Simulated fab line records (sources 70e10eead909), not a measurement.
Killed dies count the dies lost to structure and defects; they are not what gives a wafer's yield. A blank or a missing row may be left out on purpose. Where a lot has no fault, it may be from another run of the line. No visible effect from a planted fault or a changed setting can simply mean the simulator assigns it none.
fab line records	flow nand-harc
record lots=13	wafers=36	last-day=33
route steps=1302 shown P_STI@100 P_GATE@132 END@1302
lots with no fault: from the same line, run without faults
start-h: hours from the record's first day to the start of the lot's first wafer shown	wait-h: time in hours since the lot's previous step	" unchanged from the row above	L1.1+2: a row that stands for several wafers	- either no value or no given start	* or withheld: withheld	< > ~ a bound
route shown NAME@n: NAME is a module with steps in the file, n the number in the route of the first one	usual: mean and standard deviation over wafers with no fault	same: alike in all rows	chamber/n: place in a boat	sites: each site's reading	_std_site: how widely they spread, as a standard deviation	_edge_site: inner sites' mean taken away from outer sites' mean	radius-mm: for every site, how far away it sits from the centre of the wafer	mask NAME#n: copy n	behind: the tool/chamber that last shaped the wafer	hold: cause of the lot's hold/its duration in hours/its outcome	device: the transistor (n, p or np) that didn't switch	end of line: tests of these same wafers at the route's end	for a step that has no rows: nothing shown but its recipe	killed: not the wafer's yield, but the dies lost to structure and defects at the first sort	map: shows each die of a wafer: x if killed, . if not, _ if none is there
set.NAME: setting as actually run; set.NAME@STEP: the setting as run at that earlier step	model.NAME: the simulator's own value behind a step, which no gauge read
a sample of lots followed through the steps of the route, with each step as a table and each wafer as a row
services: from which hour (start-h, from the record's first day; less than 0 if before it) a tool's chamber was out of use, for how many hours, and why
## steps
# step NHARC_P_STI_CMP_21
# recipe t-overpolish-s=20	target-thk-nm=380.67
# usual motor-current-A=11.9/1.6	overpolish-run-s=20.001/0.0095	pad-life-wafers=150/98
lot.wafer	tool	chamber	start-h	wait-h	motor-current-A	overpolish-run-s	pad-life-wafers
L972.2	cmp-03	0	70.36	0.4	14.8	20.006	6
L972.1	"	3	"	"	12.9	20.026	9
L972.5	"	0	"	"	15.4	20.034	-
L974.2	cmp-03	2	82.81	0.4	9.5	20.000	60
L974.1	"	0	"	"	16.0	19.999	62
L974.3	"	1	"	"	12.4	20.010	63
L975.1	cmp-03	0	90.53	0.4	15.3	19.991	102
L975.2	"	3	"	"	12.8	19.990	105
L975.6	"	1	"	"	11.9	20.008	-
L978.1	cmp-01	3	120.80	0.4	13.1	20.013	103
L978.2	"	0	"	"	12.0	20.009	104
L978.3	"	1	"	"	9.7	20.002	105
L979.3	cmp-01	1	131.14	0.4	9.8	19.996	138
L979.2	"	3	"	"	12.5	19.988	140
L979.4	"	0	"	"	12.3	19.994	141
L980.2	cmp-03	2	144.22	0.4	9.3	20.007	342
L980.1	"	0	"	"	15.4	19.992	344
L980.5	"	3	"	"	13.6	20.003	-
L981.3	cmp-01	1	150.88	0.4	9.8	20.011	225
L981.6	"	2	"	"	12.7	19.997	-
L982.5	cmp-04	2	162.93	0.5	11.2	20.005	-
L982.6	"	3	"	"	12.7	19.994	-
L983.6	cmp-04	2	174.32	0.5	11.5	20.011	-
L983.5	"	3	"	"	12.3	19.993	-
L991.2	cmp-01	0	253.12	0.4	12.2	19.993	222
L991.1	"	2	"	"	12.7	20.007	224
L991.4	"	3	"	"	12.0	20.014	225
L992.4	cmp-03	3	265.51	0.4	12.3	19.995	1
L992.3	"	0	"	"	15.9	19.986	2
L992.6	"	3	"	"	12.9	19.996	-
L994.3	cmp-04	3	286.16	0.4	12.8	20.011	331
L994.2	"	0	"	"	8.3	20.015	332
L994.6	"	2	"	"	11.4	20.007	-
L995.4	cmp-01	3	292.21	0.4	12.7	20.006	12
L995.3	"	0	"	"	12.6	20.008	13
L995.2	"	2	"	"	12.7	19.992	15
# step NHARC_P_GATE_DEP_103
# recipe target-thk-a=300	target-thk-nm=30	temp-c=400	flow-sccm=200	rf-w=350	material=SiON
# usual heater-power-w=756/93
lot.wafer	tool	chamber	start-h	wait-h	heater-power-w
L972.1	pecvd-01	0	100.96	0.8	659
L972.2	"	1	"	"	935
L972.5	"	1	"	"	925
L974.2	pecvd-02	0	116.53	0.4	745
L974.1	"	1	"	"	830
L974.3	"	2	"	"	666
L975.2	pecvd-02	0	123.64	0.4	791
L975.1	"	1	"	"	768
L975.6	"	0	"	"	786
L978.2	pecvd-02	1	150.97	0.5	833
L978.3	"	2	"	"	543
L978.1	"	0	"	"	779
L979.3	pecvd-01	2	162.36	0.3	747
L979.2	"	1	"	"	927
L979.4	"	1	"	"	932
L980.1	pecvd-02	1	176.40	0.6	794
L980.2	"	2	"	"	565
L980.5	"	2	"	"	571
L981.3	pecvd-01	0	183.67	0.4	717
L981.6	"	1	"	"	890
L982.6	pecvd-04	1	197.69	0.1	749
L982.5	"	2	"	"	722
L983.6	pecvd-04	0	205.70	0.1	893
L983.5	"	1	"	"	751
L991.1	pecvd-02	0	282.99	0.6	747
L991.2	"	1	"	"	713
L991.4	"	0	"	"	765
L992.3	pecvd-04	2	297.85	0.3	679
L992.6	"	2	"	"	698
L992.4	"	1	"	"	758
L994.2	pecvd-04	0	317.20	0.9	833
L994.3	"	1	"	"	684
L994.6	"	1	"	"	680
L995.3	pecvd-04	2	324.11	0.4	777
L995.2	"	0	"	"	799
L995.4	"	1	"	"	676
# step NHARC_P_GATE_PEB_24
# recipe peb-temp-c=100	peb-time-s=65
# usual heater-power-total-W=156.6/0.42
lot.wafer	tool	chamber	start-h	wait-h	heater-power-total-W
L972.1	litho-track-01	0	101.56	0.1	156.1
L972.2	"	0	"	"	156.5
L972.5	"	0	"	"	155.9
L974.1	litho-track-06	0	117.13	0.1	156.8
L974.2	"	0	"	"	157.1
L974.3	"	0	"	"	156.7
L975.1	litho-track-06	0	124.24	0.1	157.1
L975.2	"	0	"	"	156.9
L975.6	"	0	"	"	156.0
L978.1	litho-track-04	0	151.57	0.1	156.9
L978.2	"	0	"	"	156.3
L978.3	"	0	"	"	156.4
L979.2	litho-track-01	0	162.84	0.1	157.1
L979.3	"	0	"	"	156.7
L979.4	"	0	"	"	156.6
L980.1	litho-track-01	0	176.97	0.1	156.6
L980.2	"	0	"	"	156.8
L980.5	"	0	"	"	156.7
L981.3	litho-track-01	0	184.22	0.0	157.0
L981.6	"	0	"	"	157.1
L982.5	litho-track-01	0	198.08	0.0	156.2
L982.6	"	0	"	"	156.1
L983.5	litho-track-01	0	206.22	0.0	155.9
L983.6	"	0	"	"	156.7
L991.1	litho-track-01	0	283.56	0.1	157.0
L991.2	"	0	"	"	156.1
L991.4	"	0	"	"	157.1
L992.3	litho-track-04	0	298.45	0.0	156.9
L992.4	"	0	"	"	157.0
L992.6	"	0	"	"	157.1
L994.2	litho-track-04	0	317.68	0.1	156.9
L994.3	"	0	"	"	156.5
L994.6	"	0	"	"	156.4
L995.2	litho-track-06	0	324.68	0.1	156.4
L995.3	"	0	"	"	156.1
L995.4	"	0	"	"	157.0
# step NHARC_P_GATE_CD_MEAS_26
# recipe target-cd-nm=120	landing-energy-ev=500
# usual cd-nm=120.6/0.75
lot.wafer	tool	chamber	start-h	wait-h	cd-nm
L972.1	cd-sem-03	0	101.64	-	120.2
L972.2	"	0	"	"	119.2
L972.5	"	0	"	"	119.4
L974.1	cd-sem-03	0	117.21	-	121.5
L974.2	"	0	"	"	121.3
L974.3	"	0	"	"	122.0
L975.1	cd-sem-03	0	124.31	-	120.9
L975.2	"	0	"	"	119.8
L975.6	"	0	"	"	120.3
L978.1	cd-sem-02	0	151.65	-	120.6
L978.2	"	0	"	"	119.9
L978.3	"	0	"	"	119.7
L979.2	cd-sem-03	0	162.92	-	121.2
L979.3	"	0	"	"	122.4
L979.4	"	0	"	"	121.6
L980.1	cd-sem-01	0	177.05	-	119.0
L980.2	"	0	"	"	120.3
L980.5	"	0	"	"	119.4
L981.3	cd-sem-03	0	184.30	-	112.8
L981.6	"	0	"	"	111.8
L982.5	cd-sem-03	0	198.17	-	120.1
L982.6	"	0	"	"	111.6
L983.5	cd-sem-03	0	206.30	-	121.5
L983.6	"	0	"	"	112.7
L991.1	cd-sem-03	0	283.64	-	120.2
L991.2	"	0	"	"	121.0
L991.4	"	0	"	"	120.4
L992.3	cd-sem-03	0	298.53	-	122.4
L992.4	"	0	"	"	120.3
L992.6	"	0	"	"	121.3
L994.2	cd-sem-03	0	317.76	-	120.2
L994.3	"	0	"	"	120.9
L994.6	"	0	"	"	119.5
L995.2	cd-sem-03	0	324.76	-	121.5
L995.3	"	0	"	"	121.0
L995.4	"	0	"	"	122.8
# step NHARC_P_GATE_STRIP_101
# recipe time-s=20	o2-flow-sccm=500	ar-flow-sccm=0	bias-w=0	chemistry=O2
# usual drypump-motor-current-A=5.6/0.31	oes-product-au=1.000/0.013	rf-vpp-V=57.7/0.77	showerhead-plenum-p-Torr=3.54/0.11	throttle-valve-pct=17.036/0.0087
lot.wafer	tool	chamber	start-h	wait-h	drypump-motor-current-A	oes-product-au	rf-hours-counter-h	rf-vpp-V	showerhead-plenum-p-Torr	throttle-valve-pct
L972.1	rie-diel-06	1	112.75	0.1	6.0	0.975	8.8	57.2	3.66	17.027
L972.2	"	3	"	"	5.5	0.990	3.8	57.1	3.61	17.023
L972.5	"	2	"	"	5.8	1.000	-	58.5	3.45	17.048
L974.3	rie-diel-08	3	128.43	0.1	5.8	0.987	6.8	57.6	3.61	17.036
L974.1	"	0	"	"	5.1	0.988	6.8	57.9	3.44	17.033
L974.2	"	1	"	"	5.5	1.032	6.7	55.9	3.38	17.035
L975.1	rie-diel-08	1	135.43	0.1	5.5	1.031	7.2	57.4	3.38	17.036
L975.2	"	3	"	"	5.8	0.999	7.4	59.7	3.61	17.047
L975.6	"	0	"	"	5.1	0.992	-	57.9	3.44	17.050
L978.3	rie-diel-04	1	162.86	0.1	6.0	1.014	11.3	58.2	3.50	17.033
L978.2	"	3	"	"	6.2	1.020	9.5	58.2	3.48	17.024
L978.1	"	0	"	"	5.7	0.993	10.3	56.5	3.38	17.038
L979.4	rie-diel-06	0	174.40	0.1	5.2	0.993	1.8	58.5	3.55	17.025
L979.2	"	1	"	"	6.0	0.977	2.1	57.4	3.65	17.038
L979.3	"	2	"	"	5.7	1.017	2.1	57.5	3.45	17.043
L980.1	rie-diel-08	0	188.26	0.1	5.1	0.994	10.6	57.2	3.44	17.033
L980.2	"	1	"	"	5.6	1.021	10.5	58.3	3.38	17.037
L980.5	"	1	"	"	5.6	1.033	-	56.8	3.38	17.040
L981.3	rie-diel-06	0	195.47	0.1	5.3	0.990	3.7	58.2	3.55	17.042
L981.6	"	3	"	"	5.5	0.990	-	57.6	3.61	17.033
L982.5	rie-diel-04	0	209.14	0.0	5.7	0.985	-	58.2	3.38	17.046
L982.6	"	1	"	"	5.9	1.010	-	58.3	3.49	17.035
L983.6	rie-diel-06	0	217.43	0.0	5.3	1.003	-	58.0	3.55	17.042
L983.5	"	1	"	"	6.0	0.982	-	57.8	3.65	17.041
L991.4	rie-diel-06	2	294.75	0.1	5.7	1.023	8.4	58.1	3.45	17.048
L991.2	"	3	"	"	5.5	0.988	9.0	58.3	3.61	17.030
L991.1	"	0	"	"	5.3	1.010	9.2	56.4	3.54	17.029
L992.4	rie-diel-04	2	309.56	0.1	5.2	0.995	7.0	58.0	3.58	17.029
L992.3	"	0	"	"	5.7	0.996	6.9	57.6	3.38	17.032
L992.6	"	3	"	"	6.2	1.010	-	58.2	3.48	17.051
L994.2	rie-diel-06	1	328.79	0.1	6.0	0.994	0.9	59.1	3.65	17.042
L994.3	"	2	"	"	5.8	0.992	1.3	57.6	3.45	17.037
L994.6	"	0	"	"	5.3	0.989	-	57.4	3.54	17.041
L995.3	rie-diel-08	2	335.71	0.1	5.4	1.011	5.4	58.2	3.78	17.031
L995.2	"	3	"	"	5.8	0.997	9.3	57.8	3.60	17.045
L995.4	"	0	"	"	5.1	1.026	9.3	58.0	3.43	17.028
# step NHARC_END_SORT_01
# recipe temp-c=25
# usual killed-at-array=61/26	killed-at-other=0.8/1.1	killed-at-periphery=4.0/2.6	killed-dies=66/26	killed-open=3.1/1.7	killed-short=2.5/1.5
# same gross-dies=677
lot.wafer	tool	chamber	start-h	wait-h	killed-at-array	killed-at-other	killed-at-periphery	killed-dies	killed-open	killed-short
L981.3	prober-01	0	644.33	3.1	32	1	4	37	5	2
L981.6	prober-01	0	646.72	4.0	34	1	3	38	1	5
L983.5	prober-02	0	693.29	3.8	69	2	3	74	2	1
L983.6	prober-02	0	694.11	4.1	75	0	7	82	2	1
# killed by level:class
L981.3 A_CHANNEL_HOLE_D2:chamber-film-flake=14 A_CONTACT:chamber-film-flake=5 A_CHANNEL_HOLE_D1:chamber-film-flake=4 A_ONON_D1:geometric-particle:open=2 A_WL_FILL:chamber-film-flake=2 P_CONTACT:geometric-particle:short=1 P_CONTACT:geometric-particle:open=1 A_CHANNEL_HOLE_D1:geometric-particle:open=1
L981.6 A_CHANNEL_HOLE_D2:chamber-film-flake=14 A_CHANNEL_HOLE_D1:chamber-film-flake=5 A_CONTACT:chamber-film-flake=5 A_SLIT:chamber-film-flake=4 A_WL_FILL:geometric-particle:short=2 P_CONTACT:geometric-particle:short=1 P_M0:geometric-particle:short=1 A_SOURCE_PLATE:geometric-particle:open=1
L983.5 A_SLIT:chamber-film-flake=29 A_CHANNEL_HOLE_D2:chamber-film-flake=20 A_CONTACT:chamber-film-flake=12 A_CHANNEL_HOLE_D1:chamber-film-flake=4 P_GATE:chamber-film-flake=2 THIN_TSV:chamber-film-flake=2 P_GATE:geometric-particle:open=1 A_CHANNEL_FILL_D1:geometric-particle:open=1
L983.6 A_SLIT:chamber-film-flake=36 A_CHANNEL_HOLE_D2:chamber-film-flake=17 A_CONTACT:chamber-film-flake=10 P_GATE:chamber-film-flake=6 A_CHANNEL_HOLE_D1:chamber-film-flake=4 A_STAIRCASE:chamber-film-flake=2 A_ONON_D2:geometric-particle:short=1 A_CHANNEL_HOLE_D2:geometric-particle:open=1
## services
tool	chamber	start-h	hours	kind
rie-diel-06	1	53.67	6.6	repair
cmp-01	-	60.46	1.0	repair
cmp-03	-	64.00	4.0	pm
pecvd-02	0	65.45	22.1	repair
rie-diel-06	1	78.29	2.5	repair
cmp-01	-	78.91	3.9	repair
cmp-01	-	87.50	4.0	pm
cmp-03	-	106.02	2.8	repair
cmp-01	-	111.41	1.1	repair
rie-diel-06	-	130.20	9.0	pm
rie-diel-06	3	147.40	10.5	repair
rie-diel-06	2	149.92	2.8	repair
litho-track-01	-	155.00	7.0	pm
cmp-03	-	162.00	4.0	pm
cmp-01	-	185.50	4.0	pm
cmp-03	-	197.91	0.9	repair
pecvd-02	-	227.19	13.0	pm
cmp-01	-	258.19	1.1	repair
cmp-03	-	260.08	4.0	pm
cmp-01	-	283.50	4.0	pm
pecvd-02	0	290.06	12.8	repair
rie-diel-06	-	307.20	9.0	pm
litho-track-01	-	330.01	7.0	pm
rie-diel-06	0	331.95	4.6	repair
## key
first-sign step=NHARC_P_GATE_CD_MEAS_26	reading=cd-nm	direction=down	sigmas=11	usual=120.6	struck=112.2
effect none on later readings
met-at NHARC_P_GATE_PEB_24
struck-lots L981,L982,L983
struck-wafers L981.3,L981.6,L982.6,L983.6
tester-left-out L981,L982,L983
not-acting-at NHARC_P_STI_CMP_21,NHARC_P_GATE_DEP_103,NHARC_P_GATE_STRIP_101
onset-between 176.97 184.22
fault kind=process-parameter-drift	tool=litho-track-01	chamber=-	onset-h=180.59	steps=NHARC_P_GATE_PEB_24	channel=peb-time-s	offset=*	shape=step	end-h=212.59	scope=struck-wafers-only	acts-in=*	stated=*
# tester-left-out: of these lots the tester's yield and bins aren't shown, on N5 and GAA mostly nor the transistor test; their killed dies are dies lost to structure and defects alone, not to doping, threshold or leakage, so they don't give the yield
